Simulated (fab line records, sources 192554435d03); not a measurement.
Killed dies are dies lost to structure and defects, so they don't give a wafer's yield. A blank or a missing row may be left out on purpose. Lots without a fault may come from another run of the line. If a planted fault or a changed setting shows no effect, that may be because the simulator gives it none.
A lot that was struck, set against a sound lot :: flow n5_finfet :: 37 out of 1938 route steps
Sound: these wafers, L281.1, L281.3, L281.6. Struck: wafers L292.1, L292.2, L292.4. At the end, the cause is stated.
At each step with rows: each side's tool, then ch and its chambers, then its first start. Under that, the readings that differ: sound wafers :: struck wafers :: difference of the means :: sigmas: that difference in standard deviations of wafers without a fault.
alike: readings whose means differ by less than 2 such deviations, and words and numbers that are the same on both sides. not compared: withheld readings, readings that some wafer has no value for, bounds like >300 that may hide the same value, and numbers for which the record gives no deviation and whose values overlap.
Wherever a step has rows on one side only, a row that says differs or no value, or a row with sigmas, the two part there. Numbers that don't overlap but have no deviation are shown without sigmas and don't part them. Lack of a reading on every wafer of one side parts them only where that side has two or more wafers.

first, 8 steps without rows for these wafers: N5_MOL_CONTACT_COAG_PRECLEAN_138 (cleans in alkaline clean, time 60 s); N5_MOL_CONTACT_COAG_SRD_139 (time 30 s); N5_MOL_CONTACT_COAG_PRE_CLEAN_121; N5_MOL_CONTACT_COAG_CVD_140 (deposits W, target thk 66.5 nm, time 215 s); N5_MOL_CONTACT_COAG_PRECLEAN_127 (cleans in DIW, time 57.5 s); N5_MOL_CONTACT_COAG_SRD_128 (dry time 32 s); N5_MOL_CONTACT_COAG_CMP_52 (polishes, stops on SiO2, t overpolish 1.5 s, target thk 66.5 nm); N5_MOL_CONTACT_COAG_ANNEAL_112 (time 1800 s).
N5_BEOL_M0_SAQP_PECVD_00: deposits SiCN from 3MS/NH3, target thk 8 nm, time 14 s.
  sound on pecvd-01 ch 0,2, day 6 15:44; struck on pecvd-02 ch 0,2, day 9 08:45
reading: model.SiCN_of_BEOL_M0_SAQP_PECVD_00.thk_nm (nm)
sound: 8.2 8 8.2
struck: 8.6 9 8.8
difference: +0.7
sigmas: 
  alike: rf_fwd_power_W, showerhead_plenum_p_Torr, throttle_valve_pct
  not compared: since_wet_clean_h
then, 25 steps without rows for these wafers: N5_BEOL_M0_SAQP_ILD_DEP_01 (deposits SiOC from DEMS/O2, target thk 45.419 nm, time 8.7 s); N5_BEOL_M0_SAQP_HM_DEP_02 (deposits TiN, target thk 12 nm); N5_BEOL_M0_SAQP_PECVD_03 (deposits SiCN from 3MS/NH3, target thk 12 nm, time 21.1 s); N5_BEOL_M0_SAQP_PECVD_96 (deposits a-Si from SiH4/He, target thk 45 nm, time 45.2 s); N5_BEOL_M0_SAQP_PECVD_97 (deposits SiNx from SiH4/NH3/N2, target thk 23 nm, time 19.9 s); N5_BEOL_M0_SAQP_PECVD_04 (deposits a-Si from SiH4/He, target thk 60 nm, time 60.2 s); N5_BEOL_M0_SAQP_HM_DEP_111 (deposits SiO2 from SiH4/N2O, target thk 12 nm, time 7.2 s); N5_BEOL_M0_SAQP_COAT_81 (time 60 s, resist thk 100 nm); N5_BEOL_M0_SAQP_COAT_82 (time 60 s, resist thk 30 nm); N5_BEOL_M0_SAQP_COAT_08 (resist thk 90 nm); N5_BEOL_M0_SAQP_EBR_10; N5_BEOL_M0_SAQP_SOFTBAKE_09 (time 60 s); N5_BEOL_M0_SAQP_EXPOSE_11 (exposes mask M0 CORE, target cd 42 nm); N5_BEOL_M0_SAQP_PEB_12 (peb time 60 s); N5_BEOL_M0_SAQP_DEVELOP_13 (develop time 30 s); N5_BEOL_M0_SAQP_DESCUM_19 (chemistry O2, time 7.9 s); N5_BEOL_M0_SAQP_ETCH_83 (etches SiARC in CF4, target depth 39 nm, time 65 s); N5_BEOL_M0_SAQP_ETCH_84 (etches SOC in N2/H2, target depth 100 nm, overetch 20 nm, time 150 s); N5_BEOL_M0_SAQP_STRIP_80 (strips in N2/H2); N5_BEOL_M0_SAQP_HM_OPEN_112 (chemistry CHF3/O2, target SiO2, stops on a-Si, target depth 12 nm, time 13.5 s); N5_BEOL_M0_SAQP_STRIP_113 (strips in CHF3/O2); N5_BEOL_M0_SAQP_MANDREL_ETCH_20 (etches a-Si in HBr/Cl2, stops on SiNx, target depth 60 nm, bt time 10 s, time 30 s); N5_BEOL_M0_SAQP_STRIP_86 (strips in N2/H2); N5_BEOL_M0_SAQP_STRIP_115 (strips in post etch residue remover, time 60 s); N5_BEOL_M0_SAQP_SRD_93 (time 30 s).
N5_BEOL_M0_ETCH_109: etches SiCN in CH3F/O2, target depth 8 nm, overetch 2.4 nm, time 27.4 s.
  sound on rie_diel-03 ch 0,2, day 7 01:42; struck on rie_diel-02 ch 1,2,3, day 9 22:55
reading: drypump_motor_current_A (A)
sound: 6.4 6.3 6.4
struck: 5.9 4.8 5.6
difference: -0.9
sigmas: -2

reading: model.etch.depth_nm (nm)
sound: 8.207 8.018 8.221
struck: 8.663 8.904 8.833
difference: +0.651
sigmas: 
  alike: O2_flow_sccm, oes_product_au, rf_fwd_power_W, rf_vpp_V, showerhead_plenum_p_Torr, throttle_valve_pct
  not compared: rf_hours_counter_h
N5_BEOL_M4_RC_MEAS_101:
  sound on prober-01 ch 0, day 9 01:38; struck on prober-01 ch 0, day 11 15:34
  alike: DIBL_N, DIBL_P, IOFF_N, IOFF_P, ION_N, ION_P, SS_N, SS_P, VT_N, VT_P
following that, these wafers have no rows for 1 step: N5_PASSIVATION_PROBE_49.

WHERE THEY PART
Only at N5_BEOL_M0_ETCH_109, within this record. Later steps at which nothing parts them and some readings are alike: N5_BEOL_M4_RC_MEAS_101.

WHY: whatever the simulator had introduced
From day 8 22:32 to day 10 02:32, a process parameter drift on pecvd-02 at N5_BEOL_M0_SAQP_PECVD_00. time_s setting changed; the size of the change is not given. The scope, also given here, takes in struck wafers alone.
